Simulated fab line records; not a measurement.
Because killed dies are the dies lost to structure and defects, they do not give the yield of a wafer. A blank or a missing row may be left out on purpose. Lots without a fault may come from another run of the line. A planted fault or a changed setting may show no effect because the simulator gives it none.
Matching of chambers / flow nand-harc / rie-diel-06 running NHARC_P_M1_DESCUM_14: 4 sister chambers
The step chemistry O2, time 3 s. 8 wafers are shown with their chamber, then 12 later ones without.

## WAFERS, EACH WITH ITS CHAMBER
wafer=L083.2; chamber=3; showerhead-plenum-p-Torr (Torr)=2.07; drypump-motor-current-A (A)=5.9
wafer=L089.3; chamber=0; showerhead-plenum-p-Torr (Torr)=2.05; drypump-motor-current-A (A)=6.0
wafer=L090.2; chamber=1; showerhead-plenum-p-Torr (Torr)=1.82; drypump-motor-current-A (A)=5.0
wafer=L090.3; chamber=2; showerhead-plenum-p-Torr (Torr)=1.94; drypump-motor-current-A (A)=5.7
wafer=L090.6; chamber=1; showerhead-plenum-p-Torr (Torr)=1.82; drypump-motor-current-A (A)=4.9
wafer=L091.2; chamber=3; showerhead-plenum-p-Torr (Torr)=2.06; drypump-motor-current-A (A)=5.8
wafer=L091.3; chamber=2; showerhead-plenum-p-Torr (Torr)=1.94; drypump-motor-current-A (A)=5.7
wafer=L091.6; chamber=0; showerhead-plenum-p-Torr (Torr)=2.05; drypump-motor-current-A (A)=5.9

## WAFERS WHOSE CHAMBER IS MISSING
wafer=L094.1; showerhead-plenum-p-Torr (Torr)=1.94; drypump-motor-current-A (A)=5.7
wafer=L094.3; showerhead-plenum-p-Torr (Torr)=1.82; drypump-motor-current-A (A)=4.9
wafer=L094.6; showerhead-plenum-p-Torr (Torr)=2.06; drypump-motor-current-A (A)=5.8
wafer=L095.1; showerhead-plenum-p-Torr (Torr)=1.94; drypump-motor-current-A (A)=5.7
wafer=L095.4; showerhead-plenum-p-Torr (Torr)=1.94; drypump-motor-current-A (A)=5.7
wafer=L095.5; showerhead-plenum-p-Torr (Torr)=2.06; drypump-motor-current-A (A)=5.8
wafer=L096.1; showerhead-plenum-p-Torr (Torr)=1.82; drypump-motor-current-A (A)=4.9
wafer=L096.3; showerhead-plenum-p-Torr (Torr)=1.94; drypump-motor-current-A (A)=5.7
wafer=L096.4; showerhead-plenum-p-Torr (Torr)=2.06; drypump-motor-current-A (A)=5.8
wafer=L097.2; showerhead-plenum-p-Torr (Torr)=2.06; drypump-motor-current-A (A)=5.8
wafer=L097.4; showerhead-plenum-p-Torr (Torr)=1.82; drypump-motor-current-A (A)=4.9
wafer=L097.5; showerhead-plenum-p-Torr (Torr)=2.06; drypump-motor-current-A (A)=5.9

## WHICH CHAMBER EACH ONE RAN IN
wafer=L094.1; from the rows above=2; in truth=2
wafer=L094.3; from the rows above=1; in truth=1
wafer=L094.6; from the rows above=3; in truth=3
wafer=L095.1; from the rows above=2; in truth=2
wafer=L095.4; from the rows above=2; in truth=2
wafer=L095.5; from the rows above=3; in truth=3
wafer=L096.1; from the rows above=1; in truth=1
wafer=L096.3; from the rows above=2; in truth=2
wafer=L096.4; from the rows above=3; in truth=3
wafer=L097.2; from the rows above=3; in truth=3
wafer=L097.4; from the rows above=1; in truth=1
wafer=L097.5; from the rows above=can't be placed: 3 or 0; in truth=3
Correct placement for 11 of the 12. Cannot be placed on the basis of these rows: 1; the candidates contain the true chamber in 1. Wrongly placed: 0.
How it was worked out, from the rows above alone: a wafer's distance from a chamber is the root of the sum, over the readings, of the square of ((its reading less the chamber's mean) divided by the reading's scatter). The wafer belongs to the nearest chamber; if the next one is less than 2 further off, it can't be placed. A chamber's mean is the mean of its shown wafers. The scatter is the square root of a quotient: the sum, over the shown wafers, of each reading's squared deviation from its chamber's mean, divided by wafers minus chambers.
